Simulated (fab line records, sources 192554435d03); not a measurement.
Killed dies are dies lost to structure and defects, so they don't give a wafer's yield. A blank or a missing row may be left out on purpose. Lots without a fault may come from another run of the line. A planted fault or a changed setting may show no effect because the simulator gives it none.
Problem report in the 8D (eight disciplines) form, filled by code | flow n5_finfet | the parts of the form that need people (team, actions taken, sign-off) are left out

1. THE PROBLEM
raw_defect_count at N5_BEOL_M10_INSPECT_13 reads a mean of 1050 on 6 wafers of 2 lots; wafers without a fault read 420 with a standard deviation of 84. That is +7.5 standard deviations from the usual mean.
The step: inspects for defects (brightfield).
First seen on wafer L630.1, day 11 21:06, on defect_inspect-02. The record holds 30 wafers of 10 lots with a number at this step. Rule for "out", or "out of limits": more than 4 standard deviations from the usual mean. The other wafers with a number count as sound.

2. WHAT IT IS AND WHAT IT IS NOT
question                    | is                                   | is not
which readings at this step | raw_defect_count                     | -
which lots                  | L630, L632                           | L623, L625, L627, L640, L642, L644, L645, L646
which wafers of those lots  | all that have a number               | -
read on which gauges        | defect_inspect-01, defect_inspect-02 | -
when                        | from day 11 21:06                    | up to then (9 sound wafers); but 15 sound wafers of L640, L642, L644, L645, L646 came after

3. SUSPECTS, AND WHAT RULES EACH OUT
Counting: a tool at a process step up to the reading stays a suspect if it ran every lot that is out and no sound lot after the first of them.
- the gauge at N5_BEOL_M10_INSPECT_13: ruled out. The wafers that are out were read on 2 gauges (defect_inspect-01, defect_inspect-02).
- pecvd-04 at N5_BEOL_M10_ILD_DEP_00 (deposits SiCOH lowk from DEMS/porogen, target thk 308.51 nm, time 58 s): ruled out as a lasting fault. Sound lots L644, L646 ran on it after its first lot that is out, L630 (day 11 18:23).
Left after counting: nothing in the record.

4. THE CAUSE (what the simulator had put in)
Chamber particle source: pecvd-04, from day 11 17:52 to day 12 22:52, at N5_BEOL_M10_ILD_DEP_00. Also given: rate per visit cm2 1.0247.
Counting ruled it out, wrongly: the rule takes a fault to strike every lot that its tool runs from its start on, and this one did not.

5. THE CHAIN OF EFFECTS, in route order
Each row: a reading whose mean over the struck wafers that have a number lies more than 3 standard deviations from the usual. Only readings for which the record gives a usual standard deviation are gone through. hours: the time from each lot's start at the first step in this table that gives one to its start at this step, as a median over the lots. sigmas: the change in usual standard deviations.
hours | step                    | reading              | usual  | on struck wafers | change | sigmas
0     | N5_BEOL_M10_INSPECT_13  | raw_defect_count     | 420    | 1050             | +630   | +7.5
2     | N5_BEOL_M10_INSPECT_30  | raw_defect_count     | 415    | 1040             | +625   | +6.9
56    | N5_PASSIVATION_PROBE_49 | defect_limited_yield | 91.3 % | 85.0             | -6.3   | -4.2
56    | N5_PASSIVATION_PROBE_49 | killed_at_M4_up      | 13     | 93               | +80    | +15
56    | N5_PASSIVATION_PROBE_49 | killed_dies          | 103    | 177              | +74    | +4.4
56    | N5_PASSIVATION_PROBE_49 | killed_on_rim        | 14     | 28               | +14    | +3.5
56    | N5_PASSIVATION_PROBE_49 | sort_bin_5_function  | 5.1 %  | 8.9              | +3.8   | +3.8
56    | N5_PASSIVATION_PROBE_49 | sort_n_pass          | 1077   | 1003             | -74    | -4.4
56    | N5_PASSIVATION_PROBE_49 | sort_yield_pct       | 91.3 % | 85.0             | -6.3   | -4.2
The process steps in it:
- N5_PASSIVATION_PROBE_49

6. WHAT WOULD HAVE CAUGHT IT SOONER
In this record the first reading out of limits at a measuring or inspecting step was taken at day 11 21:06, 3 hours after the fault began at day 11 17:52.
Of the tool readings at N5_BEOL_M10_ILD_DEP_00 for which the record gives a usual standard deviation, none was out on any struck wafer, so an alarm limit of 4 standard deviations on them would not have fired.
